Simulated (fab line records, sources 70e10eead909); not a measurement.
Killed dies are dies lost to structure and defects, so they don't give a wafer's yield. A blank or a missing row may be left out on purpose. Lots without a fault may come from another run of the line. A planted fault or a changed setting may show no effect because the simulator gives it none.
fab line records | flow nand_harc
record lots=24 wafers=72 last_day=33
route steps=1302 shown P_CONTACT@246 P_M0@270 P_M1@296
lots that met no fault: from a run of the same line without faults
start_h: hours from the record's first day to the start of the lot's first wafer shown | wait_h: hours since the lot's step before | " the same as in the row above | L1.1+2: a row that stands for several wafers | - no value, or no start given | * or withheld: withheld | < > ~ a bound
route shown NAME@n: a module of which the file shows steps, and the number in the route of the first | usual: mean/standard deviation of fault-free wafers | same: alike in all rows | chamber/n: place in a boat | sites: the reading at each site | _std_site: their standard deviation | _edge_site: outer sites' mean less inner sites' | radius_mm: how far each site lies from the wafer's centre | mask NAME#n: copy n | behind: the tool/chamber that last shaped the wafer | hold: why the lot was held/for how many hours/how that ended | device: the transistor (n, p or np) that didn't switch | end of line: the same wafers' tests at the end of the route | a step without rows: its recipe alone | killed: dies lost to structure and defects at the first sort, not the wafer's yield | map: a wafer's dies, x killed, . not, _ none there
set.NAME: the setting as run; set.NAME@STEP: as run at that earlier step | model.NAME: the simulator's own value behind a step, which no gauge read
steps of the route over a sample of lots; a table a step, a row a wafer
services: from which hour (start_h, from the record's first day; less than 0 if before it) a tool's chamber was out of use, for how many hours, and why
## steps
# step NHARC_P_CONTACT_PVD_32
# recipe target_thk_a=50 chamber_pressure_pa=5 power_w=5000 substrate_temp_c=200 time_s=17.7 material=Ti
# usual throttle_valve_pct=30.1/1.3
# columns lot.wafer tool chamber start_h wait_h throttle_valve_pct
L074.1 pvd_sputter-02 - - - 27.8
L074.5 " - " " 30.5
L074.6 " - " " 27.6
L075.2 pvd_sputter-03 - - - 29.2
L075.4 " - " " 30.0
L075.5 " - " " 30.4
L076.1 pvd_sputter-02 - - - 27.6
L076.2 " - " " 29.5
L076.4 " - " " 30.5
L077.3 pvd_sputter-01 - - - 29.6
L077.4 " - " " 31.6
L077.5 " - " " 29.6
L078.3 pvd_sputter-01 - - - 32.0
L078.4 " - " " 30.8
L078.1 " - " " 30.7
L079.2 pvd_sputter-02 - - - 27.3
L079.3 " - " " 31.7
L079.1 " - " " 30.3
L080.2 pvd_sputter-01 - - - 31.7
L080.3 " - " " 30.9
L080.5 " - " " 30.8
L081.3 pvd_sputter-03 - - - 29.6
L081.6 " - " " 29.0
L081.5 " - " " 29.8
L082.2 pvd_sputter-01 - - - 31.5
L082.4 " - " " 31.0
L082.5 " - " " 31.1
L083.2 pvd_sputter-02 - - - 29.5
L083.3 " - " " 27.7
L083.6 " - " " 31.9
L084.3 pvd_sputter-02 - - - 30.4
L084.5 " - " " 30.5
L084.6 " - " " 27.8
L086.2 pvd_sputter-02 - - - 29.4
L086.5 " - " " 27.6
L086.6 " - " " 29.4
L085.3 pvd_sputter-03 - - - 31.3
L085.4 " - " " 29.7
L085.5 " - " " 31.6
L087.3 pvd_sputter-02 - - - 27.6
L087.5 " - " " 27.6
L087.6 " - " " 29.6
L088.3 pvd_sputter-01 - - - 31.6
L088.1 " - " " 30.3
L088.6 " - " " 31.1
L089.1 pvd_sputter-01 - - - 30.0
L089.4 " - " " 29.2
L089.5 " - " " 29.0
L090.2 pvd_sputter-03 - - - 29.8
L090.3 " - " " 28.8
L090.6 " - " " 29.7
L091.4 pvd_sputter-01 - - - 31.3
L091.3 " - " " 31.4
L091.5 " - " " 31.2
L092.1 pvd_sputter-02 - - - 32.0
L092.2 " - " " 31.0
L092.5 " - " " 29.9
L093.1 pvd_sputter-03 - - - 29.8
L093.5 " - " " 31.4
L093.6 " - " " 29.8
L094.1 pvd_sputter-02 - - - 27.4
L094.2 " - " " 31.6
L094.5 " - " " 31.0
L095.2 pvd_sputter-02 - - - 31.0
L095.4 " - " " 27.5
L095.5 " - " " 30.9
L096.4 pvd_sputter-01 - - - 29.4
L096.2 " - " " 31.3
L096.3 " - " " 31.5
L097.2 pvd_sputter-02 - - - 27.6
L097.3 " - " " 30.1
L097.6 " - " " 30.6
# step NHARC_P_M0_STRIP_18
# recipe power_w=1000 n2_flow_sccm=150 h2_flow_sccm=150 ar_flow_sccm=0 bias_w=0 chemistry=N2/H2
# usual chamber_pressure_mTorr=29.996/0.028 drypump_motor_current_A=5.6/0.33 oes_product_au=0.995/0.011 rf_vpp_V=90.7/0.94 showerhead_plenum_p_Torr=2.05/0.09 throttle_valve_pct=14.171/0.0099
# same bias_w=0
# columns lot.wafer tool chamber start_h wait_h chamber_pressure_mTorr drypump_motor_current_A oes_product_au rf_hours_counter_h rf_vpp_V showerhead_plenum_p_Torr throttle_valve_pct
L074.1 rie_diel-04 0 121.77 0.1 29.988 5.1 0.996 20 90.2 1.99 14.171
L074.6 " 2 " " 29.965 5.7 0.993 - 91.0 2.17 14.180
L074.5 " 3 " " 29.952 5.8 0.990 - 89.8 2.02 14.162
L075.4 rie_diel-04 1 136.98 0.1 30.026 5.6 0.985 21 90.2 1.97 14.166
L075.2 " 3 " " 29.919 5.8 1.000 24 90.1 2.02 14.164
L075.5 " 2 " " 30.017 5.7 0.997 - 90.7 2.17 14.170
L076.4 rie_diel-04 0 137.44 0.1 30.005 5.1 0.994 23 90.3 1.99 14.179
L076.2 " 2 " " 30.039 5.7 0.994 22 91.0 2.17 14.171
L076.1 " 3 " " 30.024 5.8 0.988 25 91.5 2.02 14.171
L077.3 rie_diel-06 0 152.30 0.1 30.012 5.2 1.012 3 90.8 1.98 14.178
L077.4 " 1 " " 29.978 5.6 1.011 2 90.0 1.91 14.161
L077.5 " 1 " " 30.039 5.6 1.001 - 90.4 1.91 14.167
L078.4 rie_diel-04 0 159.49 0.1 29.981 5.1 1.003 25 89.0 1.99 14.184
L078.1 " 1 " " 29.924 5.6 0.983 23 91.6 1.97 14.174
L078.3 " 3 " " 29.979 5.8 0.996 26 90.2 2.02 14.168
L079.1 rie_diel-04 0 175.71 0.1 29.978 5.1 1.004 28 88.9 1.99 14.168
L079.2 " 1 " " 30.006 5.6 0.980 27 90.4 1.97 14.163
L079.3 " 2 " " 29.994 5.7 0.989 28 91.4 2.16 14.173
L080.3 rie_diel-06 2 185.73 0.1 30.011 6.3 0.993 13 92.5 2.08 14.178
L080.2 " 0 " " 30.006 5.3 1.005 15 90.1 1.98 14.177
L080.5 " 3 " " 30.062 5.3 1.007 - 90.9 2.06 14.175
L081.3 rie_diel-01 1 197.82 0.1 29.996 6.0 1.003 54 92.5 2.08 14.188
L081.5 " 3 " " 30.007 6.1 1.009 - 92.9 2.20 14.184
L081.6 " 0 " " 30.003 5.4 0.994 - 89.2 1.87 14.175
L082.4 rie_diel-04 1 210.65 0.1 29.980 5.6 1.000 4 90.2 1.97 14.173
L082.2 " 2 " " 29.979 5.7 1.004 3 92.1 2.16 14.179
L082.5 " 0 " " 30.043 5.1 1.000 - 90.3 1.99 14.178
L083.2 rie_diel-04 2 218.05 0.1 29.967 5.7 0.997 6 90.5 2.16 14.174
L083.3 " 3 " " 29.987 5.8 0.981 6 90.4 2.02 14.178
L083.6 " 1 " " 30.038 5.6 1.003 - 89.1 1.97 14.174
L084.3 rie_diel-01 1 232.75 0.1 29.952 6.0 0.986 10 91.5 2.08 14.167
L084.5 " 1 " " 29.950 6.0 0.979 - 92.1 2.08 14.160
L084.6 " 2 " " 30.001 5.5 0.997 - 89.4 2.03 14.172
L086.2 rie_diel-04 1 240.58 0.1 29.978 5.6 1.000 10 88.4 1.97 14.185
L086.6 " 3 " " 29.988 5.8 0.987 - 90.6 2.01 14.158
L086.5 " 0 " " 29.955 5.1 0.999 - 91.3 1.99 14.155
L085.4 rie_diel-04 0 241.00 0.1 29.996 5.1 1.000 9 90.4 1.99 14.186
L085.3 " 2 " " 30.010 5.7 1.009 8 91.4 2.16 14.194
L085.5 " 3 " " 29.975 5.8 0.984 - 91.6 2.01 14.172
L087.3 rie_diel-04 3 252.29 0.1 29.984 5.8 0.985 12 90.5 2.01 14.169
L087.5 " 0 " " 30.018 5.1 0.984 - 91.5 1.99 14.179
L087.6 " 1 " " 30.010 5.6 0.996 - 89.4 1.96 14.157
L088.3 rie_diel-01 1 268.30 0.1 30.032 6.0 0.971 19 91.2 2.08 14.166
L088.1 " 0 " " 29.976 5.4 0.993 19 91.4 2.21 14.166
L088.6 " 1 " " 29.987 6.0 0.964 - 91.3 2.08 14.167
L089.4 rie_diel-04 2 279.14 0.1 30.031 5.7 0.990 18 91.0 2.16 14.173
L089.1 " 0 " " 29.966 5.1 0.997 18 89.3 1.98 14.168
L089.5 " 2 " " 30.050 5.7 1.003 - 92.3 2.16 14.168
L090.3 rie_diel-04 1 282.27 0.1 30.028 5.6 0.992 19 90.4 1.96 14.186
L090.2 " 2 " " 30.005 5.7 0.993 19 91.0 2.16 14.170
L090.6 " 0 " " 30.009 5.1 0.995 - 90.0 1.98 14.165
L091.3 rie_diel-01 2 295.09 0.1 30.017 5.5 0.981 20 90.0 2.03 14.175
L091.4 " 3 " " 30.003 6.1 1.002 25 91.8 2.19 14.159
L091.5 " 3 " " 29.992 6.1 0.999 - 91.1 2.19 14.163
L092.2 rie_diel-01 0 304.63 0.1 29.958 5.4 0.994 31 91.9 2.21 14.163
L092.1 " 2 " " 30.002 5.5 0.979 23 90.7 2.03 14.171
L092.5 " 0 " " 29.991 5.4 1.000 - 91.4 2.21 14.172
L093.1 rie_diel-04 3 305.17 0.1 30.009 5.8 0.991 26 91.3 2.01 14.171
L093.6 " 3 " " 29.937 5.8 0.988 - 89.8 2.01 14.184
L093.5 " 0 " " 30.014 5.1 1.001 - 90.4 1.98 14.139
L094.2 rie_diel-04 2 319.05 0.1 29.957 5.7 1.008 26 91.6 2.15 14.167
L094.1 " 1 " " 30.012 5.6 0.996 26 89.6 1.96 14.167
L094.5 " 2 " " 30.035 5.7 1.013 - 92.1 2.15 14.177
L095.2 rie_diel-01 3 329.62 0.1 30.053 6.1 0.995 36 90.9 2.18 14.163
L095.4 " 2 " " 30.004 5.5 0.982 33 90.0 2.03 14.170
L095.5 " 3 " " 29.964 6.1 0.983 - 89.4 2.18 14.176
L096.4 rie_diel-01 3 338.33 0.1 30.011 6.1 0.987 37 92.2 2.18 14.183
L096.3 " 0 " " 30.019 5.4 1.009 40 92.7 2.20 14.144
L096.2 " 1 " " 29.972 6.0 0.975 39 89.7 2.07 14.184
L097.3 rie_diel-06 0 353.39 0.5 30.002 5.2 1.001 13 90.4 1.96 14.172
L097.2 " 3 " " 30.015 5.3 1.014 9 90.9 2.04 14.172
L097.6 " 0 " " 30.037 5.3 1.004 - 91.5 1.96 14.165
# step NHARC_P_M0_PRE_CLEAN_29
# recipe time_s=30 temp_c=280 gas=H2/He
# usual heater_power_w=433/38
# columns lot.wafer tool chamber start_h wait_h heater_power_w
L074.1 pvd_sputter-02 - - - 456
L074.5 " - " " 499
L074.6 " - " " 429
L075.4 pvd_sputter-02 - - - 498
L075.2 " - " " 436
L075.5 " - " " 443
L076.1 pvd_sputter-03 - - - 448
L076.4 " - " " 377
L076.2 " - " " 413
L077.3 pvd_sputter-01 - - - 434
L077.4 " - " " 426
L077.5 " - " " 397
L078.3 pvd_sputter-02 - - - 439
L078.4 " - " " 495
L078.1 " - " " 447
L079.3 pvd_sputter-02 - - - 434
L079.2 " - " " 455
L079.1 " - " " 441
L080.2 pvd_sputter-02 - - - 441
L080.3 " - " " 442
L080.5 " - " " 437
L081.3 pvd_sputter-02 - - - 434
L081.5 " - " " 500
L081.6 " - " " 434
L082.4 pvd_sputter-03 - - - 374
L082.2 " - " " 443
L082.5 " - " " 355
L083.3 pvd_sputter-03 - - - 423
L083.2 " - " " 465
L083.6 " - " " 421
L084.3 pvd_sputter-02 - - - 465
L084.6 " - " " 497
L084.5 " - " " 431
L086.2 pvd_sputter-01 - - - 385
L086.6 " - " " 391
L086.5 " - " " 387
L085.4 pvd_sputter-02 - - - 500
L085.3 " - " " 457
L085.5 " - " " 437
L087.3 pvd_sputter-03 - - - 453
L087.5 " - " " 446
L087.6 " - " " 351
L088.3 pvd_sputter-02 - - - 440
L088.1 " - " " 440
L088.6 " - " " 453
L089.4 pvd_sputter-02 - - - 445
L089.1 " - " " 505
L089.5 " - " " 431
L090.2 pvd_sputter-01 - - - 406
L090.3 " - " " 419
L090.6 " - " " 385
L091.4 pvd_sputter-02 - - - 472
L091.3 " - " " 437
L091.5 " - " " 481
L092.1 pvd_sputter-02 - - - 417
L092.2 " - " " 463
L092.5 " - " " 416
L093.1 pvd_sputter-01 - - - 417
L093.6 " - " " 433
L093.5 " - " " 401
L094.2 pvd_sputter-03 - - - 457
L094.1 " - " " 366
L094.5 " - " " 424
L095.2 pvd_sputter-02 - - - 475
L095.4 " - " " 405
L095.5 " - " " 417
L096.3 pvd_sputter-02 - - - 412
L096.2 " - " " 452
L096.4 " - " " 469
L097.3 pvd_sputter-02 - - - 428
L097.2 " - " " 424
L097.6 " - " " 446
# step NHARC_P_M1_OVL_MEAS_10
# recipe pitch_nm=260
# usual overlay_x_nm=0.0/0.69 overlay_y_nm=0.2/0.87
# columns lot.wafer tool chamber start_h wait_h overlay_x_nm overlay_y_nm
L074.1 overlay-02 - 125.34 - 1.3 0.5
L074.5 " - " " 1.4 0.6
L074.6 " - " " 0.8 0.5
L075.2 overlay-01 - 140.57 - 0.1 0.3
L075.4 " - " " 0.2 -0.1
L075.5 " - " " 0.2 0.3
L076.1 overlay-02 - 141.11 - 1.6 1.6
L076.2 " - " " 1.5 1.2
L076.4 " - " " 1.8 1.1
L077.3 overlay-02 - 155.89 - -1.0 0.1
L077.4 " - " " -1.3 0.5
L077.5 " - " " -0.3 0.6
L078.1 overlay-01 - 163.20 - -0.4 0.2
L078.3 " - " " 0.1 0.4
L078.4 " - " " -0.5 0.8
L079.1 overlay-02 - 179.54 - -1.4 0.4
L079.2 " - " " -1.2 0.6
L079.3 " - " " -1.0 -0.1
L080.2 overlay-01 - 189.23 - 0.7 0.9
L080.3 " - " " 0.5 0.9
L080.5 " - " " 0.5 0.4
L081.3 overlay-01 - 201.36 - 0.8 0.0
L081.5 " - " " 0.9 0.1
L081.6 " - " " 0.2 -0.1
L082.2 overlay-02 - 214.20 - -0.1 0.3
L082.4 " - " " 0.2 -0.1
L082.5 " - " " -0.2 0.4
L083.2 overlay-01 - 221.45 - -0.7 1.1
L083.3 " - " " -0.1 0.6
L083.6 " - " " -0.3 1.0
L084.3 overlay-02 - 236.32 - -1.1 0.4
L084.5 " - " " -0.9 0.1
L084.6 " - " " -0.3 0.2
L086.2 overlay-01 - 244.11 - -0.2 0.0
L086.5 " - " " -0.6 0.3
L086.6 " - " " -0.5 0.4
L085.3 overlay-02 - 244.56 - 0.0 -1.1
L085.4 " - " " 0.2 -1.0
L085.5 " - " " -0.1 -1.0
L087.3 overlay-02 - 255.82 - 0.1 0.5
L087.5 " - " " 0.2 0.4
L087.6 " - " " -0.5 0.5
L088.1 overlay-02 - 272.00 - -0.6 -1.3
L088.3 " - " " -0.4 -1.9
L088.6 " - " " -0.4 -1.4
L089.1 overlay-01 - 282.70 - -0.9 1.2
L089.4 " - " " -1.0 0.8
L089.5 " - " " -0.5 0.7
L090.2 overlay-01 - 285.97 - 0.0 -0.8
L090.3 " - " " -0.4 -0.8
L090.6 " - " " 0.3 -0.6
L091.3 overlay-01 - 299.17 - -0.1 0.0
L091.4 " - " " -0.2 -0.4
L091.5 " - " " -0.3 0.1
L092.1 overlay-01 - 308.07 - 0.9 -0.9
L092.2 " - " " 0.7 -0.9
L092.5 " - " " 0.8 -1.0
L093.1 overlay-01 - 308.75 - 0.6 -0.7
L093.5 " - " " 0.5 -1.2
L093.6 " - " " 0.6 -1.2
L094.1 overlay-02 - 322.63 - -0.1 -1.1
L094.2 " - " " -0.1 -0.7
L094.5 " - " " 0.2 -1.5
L095.2 overlay-01 - 333.06 - 0.5 2.6
L095.4 " - " " 0.3 1.8
L095.5 " - " " 0.5 2.7
L096.2 overlay-02 - 341.99 - -0.5 0.6
L096.3 " - " " -0.2 0.6
L096.4 " - " " -0.1 -0.2
L097.2 overlay-02 - 356.97 - -0.6 -0.1
L097.3 " - " " -1.0 -0.1
L097.6 " - " " -0.9 0.2
# step NHARC_P_M1_PRE_CLEAN_30
# recipe time_s=30 temp_c=280 gas=H2/He
# usual heater_power_w=414/34
# columns lot.wafer tool chamber start_h wait_h heater_power_w
L074.1 pvd_sputter-01 - - - 426
L074.6 " - " " 422
L074.5 " - " " 401
L075.4 pvd_sputter-01 - - - 417
L075.2 " - " " 394
L075.5 " - " " 440
L076.1 pvd_sputter-02 - - - 437
L076.4 " - " " 439
L076.2 " - " " 485
L077.3 pvd_sputter-03 - - - 404
L077.4 " - " " 467
L077.5 " - " " 412
L078.4 pvd_sputter-01 - - - 397
L078.1 " - " " 398
L078.3 " - " " 428
L079.1 pvd_sputter-01 - - - 434
L079.3 " - " " 431
L079.2 " - " " 392
L080.3 pvd_sputter-02 - - - 453
L080.2 " - " " 496
L080.5 " - " " 444
L081.3 pvd_sputter-01 - - - 427
L081.5 " - " " 400
L081.6 " - " " 424
L082.2 pvd_sputter-01 - - - 432
L082.4 " - " " 427
L082.5 " - " " 425
L083.2 pvd_sputter-01 - - - 395
L083.3 " - " " 399
L083.6 " - " " 438
L084.3 pvd_sputter-01 - - - 412
L084.6 " - " " 396
L084.5 " - " " 386
L086.2 pvd_sputter-01 - - - 420
L086.6 " - " " 417
L086.5 " - " " 430
L085.4 pvd_sputter-02 - - - 452
L085.3 " - " " 443
L085.5 " - " " 445
L087.3 pvd_sputter-03 - - - 361
L087.6 " - " " 464
L087.5 " - " " 343
L088.1 pvd_sputter-03 - - - 467
L088.3 " - " " 352
L088.6 " - " " 424
L089.1 pvd_sputter-03 - - - 415
L089.4 " - " " 357
L089.5 " - " " 355
L090.2 pvd_sputter-01 - - - 390
L090.3 " - " " 393
L090.6 " - " " 405
L091.3 pvd_sputter-03 - - - 460
L091.4 " - " " 351
L091.5 " - " " 449
L092.2 pvd_sputter-01 - - - 414
L092.1 " - " " 392
L092.5 " - " " 424
L093.1 pvd_sputter-03 - - - 433
L093.6 " - " " 363
L093.5 " - " " 450
L094.2 pvd_sputter-03 - - - 460
L094.1 " - " " 428
L094.5 " - " " 458
L095.4 pvd_sputter-03 - - - 366
L095.2 " - " " 431
L095.5 " - " " 435
L096.2 pvd_sputter-01 - - - 388
L096.3 " - " " 433
L096.4 " - " " 394
L097.3 pvd_sputter-02 - - - 406
L097.2 " - " " 454
L097.6 " - " " 416
# step NHARC_P_M1_CMP_23
# recipe t_overpolish_s=20 target_thk_nm=157.82
# usual motor_current_A=11.6/0.96 pad_life_wafers=181/120 slurry_filter_dp_kPa=13.50/0.14 time_to_endpoint_s=27.8/2.6
# columns lot.wafer tool chamber start_h wait_h motor_current_A pad_life_wafers slurry_filter_dp_kPa time_to_endpoint_s
L074.1 cmp-02 3 127.72 - 12.2 373 13.68 33.3
L074.5 " 2 " " 11.9 - 13.58 31.1
L074.6 " 3 " " 11.5 - 13.16 33.3
L075.2 cmp-02 2 142.82 - 11.8 12 13.38 30.1
L075.4 " 1 " " 11.3 15 13.74 28.7
L075.5 " 3 " " 11.7 - 13.44 28.8
L076.4 cmp-03 0 143.37 - 14.4 240 13.48 25.6
L076.1 " 2 " " 10.7 242 13.58 27.3
L076.2 " 3 " " 10.2 243 13.49 29.9
L077.4 cmp-03 2 158.09 - 10.8 300 13.40 26.2
L077.3 " 3 " " 10.7 301 13.37 27.3
L077.5 " 2 " " 10.7 - 13.43 25.7
L078.3 cmp-02 2 165.39 - 11.3 90 13.61 30.6
L078.4 " 3 " " 11.7 91 13.38 32.7
L078.1 " 0 " " 11.3 92 13.61 31.6
L079.3 cmp-01 0 181.77 - 10.9 385 13.52 30.0
L079.1 " 1 " " 11.0 386 13.63 24.4
L079.2 " 2 " " 12.3 387 13.49 25.1
L080.3 cmp-01 2 191.46 - 13.1 7 13.40 26.9
L080.2 " 0 " " 11.2 9 13.38 29.9
L080.5 " 2 " " 12.4 - 13.60 25.3
L081.3 cmp-01 1 203.68 - 10.7 68 13.65 28.3
L081.5 " 3 " " 11.1 - 13.74 29.8
L081.6 " 0 " " 11.1 - 13.46 32.6
L082.2 cmp-03 3 216.48 - 10.9 140 13.23 30.1
L082.4 " 0 " " 14.4 141 13.57 25.5
L082.5 " 1 " " 11.5 - 13.47 22.5
L083.2 cmp-02 0 223.71 - 10.8 306 13.50 28.3
L083.3 " 2 " " 11.9 308 13.39 30.9
L083.6 " 1 " " 11.1 - 13.34 27.5
L084.3 cmp-02 0 238.58 - 11.4 8 13.49 28.8
L084.6 " 2 " " 11.5 - 13.58 27.7
L084.5 " 3 " " 11.7 - 13.49 30.4
L086.2 cmp-03 0 246.34 - 13.9 247 13.46 25.9
L086.5 " 3 " " 10.7 - 13.77 29.1
L086.6 " 0 " " 14.0 - 13.28 25.2
L085.3 cmp-02 0 246.78 - 11.1 43 13.35 32.1
L085.4 " 2 " " 11.5 45 13.52 32.9
L085.5 " 0 " " 11.0 - 13.55 30.0
L087.3 cmp-03 0 258.10 - 15.0 297 13.36 23.5
L087.5 " 1 " " 11.2 - 13.73 23.6
L087.6 " 2 " " 11.3 - 13.68 24.3
L088.3 cmp-02 3 274.46 - 12.0 127 13.23 25.4
L088.1 " 1 " " 11.5 129 13.49 27.9
L088.6 " 3 " " 12.2 - 13.55 26.1
L089.1 cmp-03 1 284.92 - 11.5 78 13.48 23.4
L089.4 " 3 " " 10.3 80 13.29 30.6
L089.5 " 2 " " 11.5 - 13.47 26.7
L090.3 cmp-02 0 288.65 - 11.3 210 13.45 28.2
L090.2 " 1 " " 10.4 211 13.34 27.7
L090.6 " 0 " " 11.8 - 13.52 26.6
L091.3 cmp-02 0 301.60 - 11.2 289 13.77 25.4
L091.4 " 2 " " 11.8 291 13.80 27.5
L091.5 " 0 " " 10.9 - 13.38 26.8
L092.1 cmp-03 1 310.52 - 11.8 182 13.42 25.4
L092.2 " 2 " " 10.9 183 13.78 29.8
L092.5 " 3 " " 10.6 - 13.43 29.5
L093.1 cmp-02 2 311.15 - 12.1 327 13.36 22.9
L093.5 " 3 " " 11.9 - 13.74 25.2
L093.6 " 0 " " 11.4 - 13.36 25.8
L094.1 cmp-01 3 324.86 - 11.6 211 13.57 31.2
L094.2 " 1 " " 10.9 213 13.23 28.9
L094.5 " 3 " " 11.6 - 13.50 31.3
L095.4 cmp-02 0 335.28 - 10.8 0 13.25 27.5
L095.2 " 2 " " 11.2 2 13.45 27.0
L095.5 " 0 " " 10.7 - 13.51 29.6
L096.3 cmp-03 3 344.22 - 10.4 313 13.61 30.4
L096.2 " 0 " " 14.3 314 13.47 26.6
L096.4 " 1 " " 11.3 315 13.46 23.2
L097.3 cmp-02 3 359.23 - 11.4 84 13.35 26.3
L097.2 " 2 " " 12.2 87 13.50 26.6
L097.6 " 0 " " 10.5 - 13.69 26.6
## services
# columns tool chamber start_h hours kind
pvd_sputter-02 - 104.00 10.0 pm
rie_diel-04 - 121.89 0.8 repair
cmp-03 - 122.51 6.3 repair
cmp-02 - 134.50 4.0 pm
pvd_sputter-01 - 156.94 2.0 repair
cmp-03 - 162.33 4.0 pm
pvd_sputter-03 - 170.03 10.0 pm
rie_diel-04 - 177.96 9.0 pm
pvd_sputter-03 - 198.86 4.8 repair
rie_diel-04 0 219.79 1.2 repair
pvd_sputter-01 - 226.00 10.0 pm
rie_diel-04 2 232.33 4.7 repair
cmp-02 - 232.50 4.0 pm
cmp-02 - 260.38 0.3 repair
rie_diel-04 0 260.79 2.2 repair
pvd_sputter-02 - 282.00 10.0 pm
pvd_sputter-03 - 290.47 0.6 repair
cmp-02 - 306.59 4.2 repair
rie_diel-04 2 327.14 14.9 repair
cmp-02 - 330.50 4.0 pm
pvd_sputter-03 - 344.22 1.5 repair
pvd_sputter-03 - 348.03 10.0 pm
rie_diel-04 1 351.18 2.3 repair
rie_diel-04 - 354.96 9.0 pm
## key
fault none
